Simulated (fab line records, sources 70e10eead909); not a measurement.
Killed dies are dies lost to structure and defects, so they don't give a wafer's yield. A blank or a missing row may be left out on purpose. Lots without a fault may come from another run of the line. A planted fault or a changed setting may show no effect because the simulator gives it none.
Problem report in the 8D (eight disciplines) form, filled by code | flow nand_harc | the parts of the form that need people (team, actions taken, sign-off) are left out

1. THE PROBLEM
killed_at_periphery at NHARC_END_SORT_01 reads a mean of 38 on 1 wafer of 1 lot; wafers without a fault read 4 with a standard deviation of 3.1. That is +11 standard deviations from the usual mean.
First seen on wafer L736.1, day 29 00:25, on prober-02. The record holds 4 wafers of 2 lots with a number at this step. Rule for "out", or "out of limits": more than 4 standard deviations from the usual mean. The other wafers with a number count as sound.

2. WHAT IT IS AND WHAT IT IS NOT
question                    | is                     | is not
which readings at this step | killed_at_periphery    | killed_at_array, killed_at_other, killed_dies, killed_open, killed_short
which lots                  | L736                   | L735
which wafers of those lots  | all that have a number | -
read on which gauges        | prober-02              | prober-01
when                        | from day 29 00:25      | up to then (0 sound wafers); but 3 sound wafers of L735 came after

3. SUSPECTS, AND WHAT RULES EACH OUT
Counting: a tool at a process step up to the reading stays a suspect if it ran every lot that is out and no sound lot after the first of them.
- the gauge at NHARC_END_SORT_01: kept. All the wafers that are out were read on prober-02, and no step on other tools shows them out.
- pvd_sputter-02 at NHARC_P_M1_PVD_21 (deposits Cu, target thk 30 nm, time 20.49 s): kept. It ran the lot that is out, L736 (day 12 04:31), and no sound lot after that; its last sound lot up to then is L735 (day 10 23:14). NHARC_P_M1_PVD_21 gives no start for some lots, so the hours and the order of its lots are those of NHARC_P_M1_CMP_23.
- cmp-02 at NHARC_P_M1_CMP_23 (polishes, t overpolish 20 s, target thk 157.82 nm): kept. It ran the lot that is out, L736 (day 12 04:31), and no sound lot after that.
- pecvd-04 at NHARC_P_M2_DEP_00 (deposits SiOC, target thk 182.5 nm): kept. It ran the lot that is out, L736 (day 12 18:04), and no sound lot after that; its last sound lot up to then is L735 (day 11 00:14).
- pvd_sputter-01 at NHARC_P_M2_DEGAS_29 (time 60 s): kept. It ran the lot that is out, L736 (day 12 20:01), and no sound lot after that.
- rtp_anneal-02 at NHARC_P_M2_ANNEAL_31 (time 90 s): kept. It ran the lot that is out, L736 (day 12 20:47), and no sound lot after that.
- cmp-04 at NHARC_P_M2_CMP_23 (polishes, t overpolish 20 s, target thk 144.3 nm): kept. It ran the lot that is out, L736 (day 12 21:08), and no sound lot after that.
Left after counting: pvd_sputter-02 at NHARC_P_M1_PVD_21, cmp-02 at NHARC_P_M1_CMP_23, pecvd-04 at NHARC_P_M2_DEP_00, pvd_sputter-01 at NHARC_P_M2_DEGAS_29, rtp_anneal-02 at NHARC_P_M2_ANNEAL_31, cmp-04 at NHARC_P_M2_CMP_23, prober-02 at NHARC_END_SORT_01.

4. THE CAUSE (what the simulator had put in)
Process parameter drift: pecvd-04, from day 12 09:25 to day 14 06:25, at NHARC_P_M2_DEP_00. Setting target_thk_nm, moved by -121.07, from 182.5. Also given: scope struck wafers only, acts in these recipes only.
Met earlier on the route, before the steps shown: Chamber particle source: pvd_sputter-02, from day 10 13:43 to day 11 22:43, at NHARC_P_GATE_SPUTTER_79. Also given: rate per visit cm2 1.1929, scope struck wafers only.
Counting left 7 suspects, and this tool is among them.

5. THE CHAIN OF EFFECTS, in route order
Each row: a reading whose mean over the struck wafers that have a number lies more than 3 standard deviations from the usual. Only readings for which the record gives a usual standard deviation are gone through. hours: the time from each lot's start at the first step in this table that gives one to its start at this step, as a median over the lots. sigmas: the change in usual standard deviations.
hours | step              | reading             | usual | on struck wafers | change | sigmas
0     | NHARC_END_SORT_01 | killed_at_periphery | 4     | 38               | +34    | +11

6. WHAT WOULD HAVE CAUGHT IT SOONER
In this record the first reading out of limits at a measuring or inspecting step was taken at day 29 00:25, 399 hours after the fault began at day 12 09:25.
All the lots that are out (1) had begun NHARC_P_M2_DEP_00 on pecvd-04 by day 29 00:25. A hold on the tool at that time would have spared none of them.
